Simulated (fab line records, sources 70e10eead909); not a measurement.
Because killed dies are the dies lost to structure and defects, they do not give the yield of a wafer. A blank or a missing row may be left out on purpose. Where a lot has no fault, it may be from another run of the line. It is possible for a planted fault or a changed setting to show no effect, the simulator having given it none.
Chamber matching / flow nand_harc / NHARC_A_CONTACT_DESCUM_13 on rie_diel-05: 4 sister chambers
The step chemistry O2, time 3 s. 8 wafers are shown with their chamber, then 11 later ones without.

== EACH WAFER AND ITS CHAMBER ==
wafer=L725.2; chamber=2; drypump_motor_current_A (A)=6.05; showerhead_plenum_p_Torr (Torr)=1.82
wafer=L736.1; chamber=0; drypump_motor_current_A (A)=5.71; showerhead_plenum_p_Torr (Torr)=1.92
wafer=L736.4; chamber=3; drypump_motor_current_A (A)=5.70; showerhead_plenum_p_Torr (Torr)=1.98
wafer=L736.5; chamber=1; drypump_motor_current_A (A)=5.97; showerhead_plenum_p_Torr (Torr)=1.94
wafer=L740.1; chamber=2; drypump_motor_current_A (A)=6.10; showerhead_plenum_p_Torr (Torr)=1.81
wafer=L740.5; chamber=1; drypump_motor_current_A (A)=5.98; showerhead_plenum_p_Torr (Torr)=1.93
wafer=L740.6; chamber=0; drypump_motor_current_A (A)=5.72; showerhead_plenum_p_Torr (Torr)=1.92
wafer=L741.2; chamber=3; drypump_motor_current_A (A)=5.69; showerhead_plenum_p_Torr (Torr)=1.98

== WAFERS MISSING THEIR CHAMBER ==
wafer=L741.5; drypump_motor_current_A (A)=5.99; showerhead_plenum_p_Torr (Torr)=1.93
wafer=L741.6; drypump_motor_current_A (A)=5.70; showerhead_plenum_p_Torr (Torr)=1.92
wafer=L743.2; drypump_motor_current_A (A)=5.96; showerhead_plenum_p_Torr (Torr)=1.93
wafer=L743.5; drypump_motor_current_A (A)=6.04; showerhead_plenum_p_Torr (Torr)=1.81
wafer=L743.6; drypump_motor_current_A (A)=5.69; showerhead_plenum_p_Torr (Torr)=1.98
wafer=L745.2; drypump_motor_current_A (A)=5.71; showerhead_plenum_p_Torr (Torr)=1.91
wafer=L745.4; drypump_motor_current_A (A)=5.97; showerhead_plenum_p_Torr (Torr)=1.93
wafer=L745.6; drypump_motor_current_A (A)=5.95; showerhead_plenum_p_Torr (Torr)=1.93
wafer=L746.3; drypump_motor_current_A (A)=5.70; showerhead_plenum_p_Torr (Torr)=1.98
wafer=L746.4; drypump_motor_current_A (A)=5.97; showerhead_plenum_p_Torr (Torr)=1.93
wafer=L746.5; drypump_motor_current_A (A)=5.70; showerhead_plenum_p_Torr (Torr)=1.91

== WHICH CHAMBER EACH ONE RAN IN ==
wafer=L741.5; from the rows above=1; in truth=1
wafer=L741.6; from the rows above=0; in truth=0
wafer=L743.2; from the rows above=1; in truth=1
wafer=L743.5; from the rows above=2; in truth=2
wafer=L743.6; from the rows above=3; in truth=3
wafer=L745.2; from the rows above=0; in truth=0
wafer=L745.4; from the rows above=1; in truth=1
wafer=L745.6; from the rows above=1; in truth=1
wafer=L746.3; from the rows above=3; in truth=3
wafer=L746.4; from the rows above=1; in truth=1
wafer=L746.5; from the rows above=0; in truth=0
11 of 11 placed correctly. Not placeable from these rows: 0. Placed wrongly: 0.
How it was worked out, from the rows above alone: a wafer's distance from a chamber is the root of the sum, over the readings, of the square of ((its reading less the chamber's mean) divided by the reading's scatter). If the next closest chamber is less than 2 further off than the closest, the wafer can't be placed; otherwise it belongs to the closest. For every chamber, the mean is computed from those of its wafers that are shown. The scatter: take each reading less its chamber's mean, square it, sum over the shown wafers, divide by the number of wafers less the number of chambers, and take the root.
